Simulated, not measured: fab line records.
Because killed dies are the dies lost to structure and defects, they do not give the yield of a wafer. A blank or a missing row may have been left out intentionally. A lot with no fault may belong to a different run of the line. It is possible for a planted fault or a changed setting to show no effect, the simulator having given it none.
Chamber matching + flow nand_harc + NHARC_A_STAIRCASE_TRIM_229 on rie_diel-07 has 4 sister chambers
The step chemistry O2, time 211.2 s. 8 wafers are shown with their chamber, then 7 later ones without.

## WAFERS, EACH WITH ITS CHAMBER
| wafer  | chamber | showerhead_plenum_p_Torr (Torr) | oes_product_au (a.u.) |
|--------|---------|---------------------------------|-----------------------|
| L393.1 | 2       | 3.56                            | 1.013                 |
| L393.5 | 3       | 3.32                            | 1.001                 |
| L393.6 | 2       | 3.56                            | 1.003                 |
| L406.2 | 0       | 3.78                            | 0.999                 |
| L406.3 | 3       | 3.31                            | 1.005                 |
| L406.6 | 0       | 3.78                            | 1.008                 |
| L407.3 | 1       | 3.56                            | 0.993                 |
| L407.5 | 1       | 3.56                            | 0.991                 |

## WAFERS WITH NO CHAMBER GIVEN
| wafer  | showerhead_plenum_p_Torr (Torr) | oes_product_au (a.u.) |
|--------|---------------------------------|-----------------------|
| L407.6 | 3.54                            | 0.996                 |
| L408.2 | 3.31                            | 0.993                 |
| L408.3 | 3.56                            | 0.987                 |
| L408.5 | 3.31                            | 0.998                 |
| L409.1 | 3.54                            | 1.003                 |
| L409.2 | 3.78                            | 1.001                 |
| L409.4 | 3.56                            | 0.991                 |

## CHAMBER TAKEN BY EACH
| wafer  | from the rows above     | in truth |
|--------|-------------------------|----------|
| L407.6 | can't be placed: 1 or 2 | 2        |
| L408.2 | 3                       | 3        |
| L408.3 | 1                       | 1        |
| L408.5 | 3                       | 3        |
| L409.1 | can't be placed: 2 or 1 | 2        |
| L409.2 | 0                       | 0        |
| L409.4 | 1                       | 1        |
Correctly placed: 5 of 7. Not placeable from these rows: 2 (in 2, the candidates include the true chamber). Number placed wrongly: 0.
How it was worked out, from the rows above alone: a wafer's distance from a chamber is the root of the sum, over the readings, of the square of ((its reading less the chamber's mean) divided by the reading's scatter). If the next closest chamber is less than 2 further off than the closest, the wafer can't be placed; otherwise it belongs to the closest. A chamber's mean is the mean of its shown wafers. The scatter: take each reading less its chamber's mean, square it, sum over the shown wafers, divide by the number of wafers less the number of chambers, and take the root.
